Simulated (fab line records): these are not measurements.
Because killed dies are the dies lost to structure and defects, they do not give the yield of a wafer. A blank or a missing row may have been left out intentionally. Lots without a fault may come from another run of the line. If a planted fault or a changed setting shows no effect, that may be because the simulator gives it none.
2 desks looking at one fault || flow n5_finfet || what lay behind the numbers comes last; until then each desk has only its own

== METROLOGY DESK ==
Means of the sampled wafers that have a number, per lot and without regard to the tool the lot ran on: this is what the gauges read. The brackets show how far a lot's mean lies from the usual mean; more than 4 standard deviations puts the lot out of limits, marked OUT. Readings shown: 7 of its 10, picked as those furthest out on some lot.
Columns: A = IOFF_N at N5_BEOL_M4_RC_MEAS_101, usual 0.18 nA/um; B = IOFF_P at N5_BEOL_M4_RC_MEAS_101, usual 0.22 nA/um; C = ION_N at N5_BEOL_M4_RC_MEAS_101, usual 678 uA/um; D = ION_P at N5_BEOL_M4_RC_MEAS_101, usual 462 uA/um; E = SS_P at N5_BEOL_M4_RC_MEAS_101, usual 73.5 mV/dec; F = VT_N at N5_BEOL_M4_RC_MEAS_101, usual 249 mV; G = VT_P at N5_BEOL_M4_RC_MEAS_101, usual -250 mV
{"lot": "L924", "first seen here": "day 10 07:58", "A": 0.15, "B": 0.22, "C": 671, "D": 464, "E": 73.0, "F": 251, "G": -250}
{"lot": "L927", "first seen here": "day 11 10:42", "A": 0.20, "B": 0.21, "C": 688, "D": 459, "E": 73.9, "F": 247, "G": -256}
{"lot": "L928", "first seen here": "day 12 12:39", "A": 0.18, "B": 0.23, "C": 669, "D": 460, "E": 74.3, "F": 248, "G": -250}
{"lot": "L935", "first seen here": "day 13 04:42", "A": 0.23, "B": 0.28, "C": 686, "D": 468, "E": 73.8, "F": 244, "G": -246}
Result from this desk: across the 4 lots, nothing is out of limits.

== AT THE TOOL OWNER'S DESK: rie_diel-02 ==
The tool's own readings at N5_MOL_CONTACT_COAG_ETCH_67 (etches SOC in N2/H2, target depth 60 nm, overetch 21 nm, time 101.2 s): means of the sampled wafers that have a number, for each lot that ran on this tool. The brackets show how far a lot's mean lies from the usual mean; more than 4 standard deviations puts the lot out of limits, marked OUT.
Columns: A = drypump_motor_current_A at N5_MOL_CONTACT_COAG_ETCH_67, usual 5.9 A; B = oes_product_au at N5_MOL_CONTACT_COAG_ETCH_67, usual 0.66 a.u.; C = rf_vpp_V at N5_MOL_CONTACT_COAG_ETCH_67, usual 523.4 V; D = showerhead_plenum_p_Torr at N5_MOL_CONTACT_COAG_ETCH_67, usual 2.52 Torr; E = throttle_valve_pct at N5_MOL_CONTACT_COAG_ETCH_67, usual 17.79 %
{"lot": "L927", "first seen here": "day 8 08:52", "A": 6.1, "B": 0.63, "C": 524.2, "D": 2.54, "E": 17.75}
{"lot": "L928", "first seen here": "day 8 17:14", "A": 5.7, "B": 0.69, "C": 526.9, "D": 2.62, "E": 17.82}
{"lot": "L935", "first seen here": "day 10 06:01", "A": 5.5, "B": 0.74, "C": 525.5, "D": 2.60, "E": 17.82}
Result from this desk: across the 3 lots, nothing is out of limits.

== TAKEN TOGETHER ==
From the metrology desk's view, nothing was out of limits.
Nothing out of limits was seen by the tool owner's desk.

== WHAT THE SIMULATOR HAD INSERTED ==
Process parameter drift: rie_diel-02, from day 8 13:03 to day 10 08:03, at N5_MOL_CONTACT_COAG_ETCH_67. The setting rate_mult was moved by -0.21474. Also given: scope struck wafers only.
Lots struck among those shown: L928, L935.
